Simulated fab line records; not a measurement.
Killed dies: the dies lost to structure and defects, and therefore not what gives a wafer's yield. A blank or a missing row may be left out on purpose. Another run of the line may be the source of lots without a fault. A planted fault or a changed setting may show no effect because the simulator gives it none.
Chamber matching | flow nandHarc | 4 sister chambers for NHARC_A_STAIRCASE_DESCUM_252 on rieDiel-08
The step chemistry O2, time 3 s. 4 wafers are shown with their chamber, then 9 later ones without.

== WAFERS PAIRED WITH THEIR CHAMBERS ==
wafer  | chamber | showerheadPlenumPTorr (Torr)
L873.3 | 0       | 1.84
L875.4 | 1       | 2.05
L875.5 | 3       | 1.89
L875.6 | 2       | 1.89

== WAFERS WHOSE CHAMBER IS MISSING ==
wafer  | showerheadPlenumPTorr (Torr)
L880.2 | 1.88
L880.3 | 2.04
L880.5 | 1.83
L884.2 | 1.88
L884.4 | 2.04
L884.5 | 2.04
L885.4 | 1.88
L885.5 | 1.88
L885.6 | 1.88

== EACH ONE'S CHAMBER ==
wafer  | from the rows above     | in truth
L880.2 | can't be placed: 2 or 3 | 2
L880.3 | 1                       | 1
L880.5 | 0                       | 0
L884.2 | can't be placed: 2 or 3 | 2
L884.4 | 1                       | 1
L884.5 | 1                       | 1
L885.4 | can't be placed: 2 or 3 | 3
L885.5 | can't be placed: 2 or 3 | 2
L885.6 | can't be placed: 2 or 3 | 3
Correctly placed: 4 of 9. Can't be placed from these rows: 5 (the true chamber is among the candidates in 5). 0 placed wrongly.
How it was worked out, from the rows above alone: a wafer's distance from a chamber is the root of the sum, over the readings, of the square of ((its reading less the chamber's mean) divided by the reading's scatter). The wafer belongs to the nearest chamber; if the next one is less than 2 further off, it can't be placed. The mean given for a chamber averages the wafers shown for that chamber. The scatter: with one shown wafer a chamber, the root of the mean of the squares of how far each hidden wafer lies from its nearest shown one.
